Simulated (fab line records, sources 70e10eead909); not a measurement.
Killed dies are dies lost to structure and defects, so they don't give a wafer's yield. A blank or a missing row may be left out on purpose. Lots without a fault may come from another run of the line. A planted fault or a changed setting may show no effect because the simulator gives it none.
A struck lot beside a sound one | flow nand_harc | 13 steps out of a route of 1159
Sound: wafers L975.1, L975.3, L975.4. Struck: wafers L981.3, L981.5, L981.6. The cause comes at the end.
At each step with rows: each side's tool, then ch and its chambers, then its first start. Under that, the readings that differ: sound wafers | struck wafers | difference of the means | sigmas: that difference in standard deviations of wafers without a fault.
alike: readings whose means differ by less than 2 such deviations, and words and numbers that are the same on both sides. not compared: withheld readings, readings that some wafer has no value for, bounds like >300 that may hide the same value, and numbers for which the record gives no deviation and whose values overlap.
The two part at a step that has a row with sigmas, a row that says differs or no value, or rows on one side only. Numbers that don't overlap but have no deviation are shown without sigmas and don't part them. A reading that every wafer of one side lacks parts them only if that side has two wafers or more.

first, 1 step without rows for these wafers: NHARC_P_BONDPAD_SRD_31 (time 30 s, dry time 20 s).
NHARC_A_START_INSPECT_01:
  sound on defect_inspect-01, day 7 02:28; struck on defect_inspect-02, day 7 23:33
  alike: raw_defect_count
then, 10 steps without rows for these wafers: NHARC_A_ZERO_WELL_PRECLEAN_00 (cleans in SPM, time 600 s); NHARC_A_ZERO_WELL_SRD_01; NHARC_A_ZERO_WELL_DEHYDRATE_02 (time 120 s); NHARC_A_ZERO_WELL_HMDS_03 (time 30 s); NHARC_A_ZERO_WELL_COAT_18 (time 65 s); NHARC_A_ZERO_WELL_COAT_04 (resist thk 600 nm); NHARC_A_ZERO_WELL_SOFTBAKE_05 (time 70 s); NHARC_A_ZERO_WELL_EBR_06; NHARC_A_ZERO_WELL_EXPOSE_07 (exposes mask A ZERO); NHARC_A_ZERO_WELL_PEB_08 (peb time 80 s).
NHARC_A_ZERO_WELL_DEVELOP_09: time 50 s.
  sound on litho_track-05 ch 0, day 7 03:00; struck on litho_track-03, day 8 00:00
  no value came back on the struck wafers for chill_plate_temp_C (C), developer_temp_C (C); on the sound wafers chill_plate_temp_C (C) reads 23.03 23.05 23.08

WHERE THEY PART
Only at NHARC_A_ZERO_WELL_DEVELOP_09, within this record.

WHY: what the simulator had put in
Skipped step whole: litho_track-03, from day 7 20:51 on, at NHARC_A_ZERO_WELL_DEVELOP_09. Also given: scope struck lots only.
